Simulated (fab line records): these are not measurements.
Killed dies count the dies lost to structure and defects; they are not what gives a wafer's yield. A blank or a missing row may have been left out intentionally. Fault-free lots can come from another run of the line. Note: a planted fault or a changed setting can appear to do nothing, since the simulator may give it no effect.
Comparing a struck lot with a sound one :: flow nandHarc :: 15 steps out of a route of 1302
Sound: the wafers L861.1, L861.2, L861.3. Struck: wafers L876.1, L876.3, L876.4. The cause comes at the end.
Order at every step that has rows: each side's tool, ch and its chambers, its first start. Under that, the readings that differ: sound wafers :: struck wafers :: difference of the means :: sigmas: that difference in standard deviations of wafers without a fault.
alike: readings with means less than 2 such deviations apart, plus words and numbers identical on both sides. not compared: withheld readings, readings lacking a value on some wafer, bounds such as >300 that could conceal the same value, and numbers that have no deviation in the record and whose values overlap.
Wherever a step has rows on one side only, a row that says differs or no value, or a row with sigmas, the two part there. When numbers do not overlap yet have no deviation, they are printed without sigmas and do not part them. Lack of a reading on every wafer of one side parts them only where that side has two or more wafers.

first, 3 steps without rows for these wafers: NHARC_A_CHANNEL_HOLE_D1_STRIP_41 (strips in N2/H2); NHARC_A_CHANNEL_HOLE_D1_STRIP_42 (strips in CF4/CHF3); NHARC_A_CHANNEL_HOLE_D1_STRIP_43 (strips in O2/COS).
NHARC_A_CHANNEL_HOLE_D1_ETCH_44: etches the open film in CF4/O2, target depth 140 nm, overetch 14 nm, time 77 s.
  sound on rieDiel-05 ch 1,2,3, day 11 01:59; struck on rieDiel-08 ch 0,1,2, day 16 22:25
  alike: drypumpMotorCurrentA, oesProductAu, rfVppV, showerheadPlenumPTorr, throttleValvePct
  not compared: rfHoursCounterH
NHARC_A_CHANNEL_HOLE_D1_STRIP_27: strips in O2.
  sound on rieDiel-05 ch 0,2,3; struck on rieDiel-08 ch 0,2,3
  alike: drypumpMotorCurrentA, oesProductAu, rfHoursCounterH, rfVppV, showerheadPlenumPTorr, throttleValvePct
then, 2 steps without rows for these wafers: NHARC_A_CHANNEL_HOLE_D1_PRECLEAN_28 (cleans in SC1); NHARC_A_CHANNEL_HOLE_D1_SRD_29.
NHARC_A_CHANNEL_HOLE_D1_CD_MEAS_30:
  struck on cdSem-01, day 16 23:13; sound on cdSem-01, day 11 02:50
  alike: cdNm
NHARC_A_CHANNEL_HOLE_D1_XSEM_31:
  sound on xsem-02 ch 0, day 11 02:55; struck on xsem-02 ch 0, day 16 23:19
reading: bowNm (nm)
sound: 8.84 8.77 8.83
struck: 8.27 8.29 8.22
difference: -0.55
sigmas: -3
  alike: botCdNm, tiltDeg
NHARC_A_CHANNEL_HOLE_D1_INSPECT_40:
  struck on defectInspect-02, day 16 23:25; sound on defectInspect-01, day 11 03:01
  alike: rawDefectCount
then, 2 steps without rows for these wafers: NHARC_A_CHANNEL_FILL_D1_PRECLEAN_00 (cleans in SC1); NHARC_A_CHANNEL_FILL_D1_SRD_01.
NHARC_A_CHANNEL_FILL_D1_ALD_02: deposits SiO2, target thk 6 nm, pulse time 10 s, ald cycles 60.
  sound on aldHk-03 ch 0,2,3, day 11 03:13; struck on aldHk-01 ch 0,2,3, day 16 23:37
reading: aldCycles
sound: 60 60 60
struck: 68 68 68
difference: +8
sigmas: 
  alike: heaterPowerW, precursorPulseHeightRel
NHARC_A_CHANNEL_FILL_D1_ALD_03: deposits SiNx, target thk 6 nm, pulse time 60 s, ald cycles 58.
  sound on aldSinBatch-03 ch 0; struck on aldSinBatch-03 ch 0
  alike: aldCycles, precursorPulseHeightRel
-- record jumps: 16 days between struck wafers' starts before vs after; left off in module A_CHANNEL_FILL_D1, resumes in module END, first step shown is number 1302 of the route --
NHARC_END_SORT_01:
  sound on prober-02 ch 0, day 26 20:28; struck on prober-02 ch 0, day 32 23:13
  alike: killedAtArray, killedAtOther, killedAtPeriphery, killedDies, killedOpen, killedShort

## WHERE THEY PART
Only at NHARC_A_CHANNEL_HOLE_D1_XSEM_31, within this record. Later steps at which nothing parts them and some readings are alike: NHARC_A_CHANNEL_HOLE_D1_INSPECT_40, NHARC_A_CHANNEL_FILL_D1_ALD_02, NHARC_A_CHANNEL_FILL_D1_ALD_03, NHARC_END_SORT_01.

WHY: the cause the simulator had injected
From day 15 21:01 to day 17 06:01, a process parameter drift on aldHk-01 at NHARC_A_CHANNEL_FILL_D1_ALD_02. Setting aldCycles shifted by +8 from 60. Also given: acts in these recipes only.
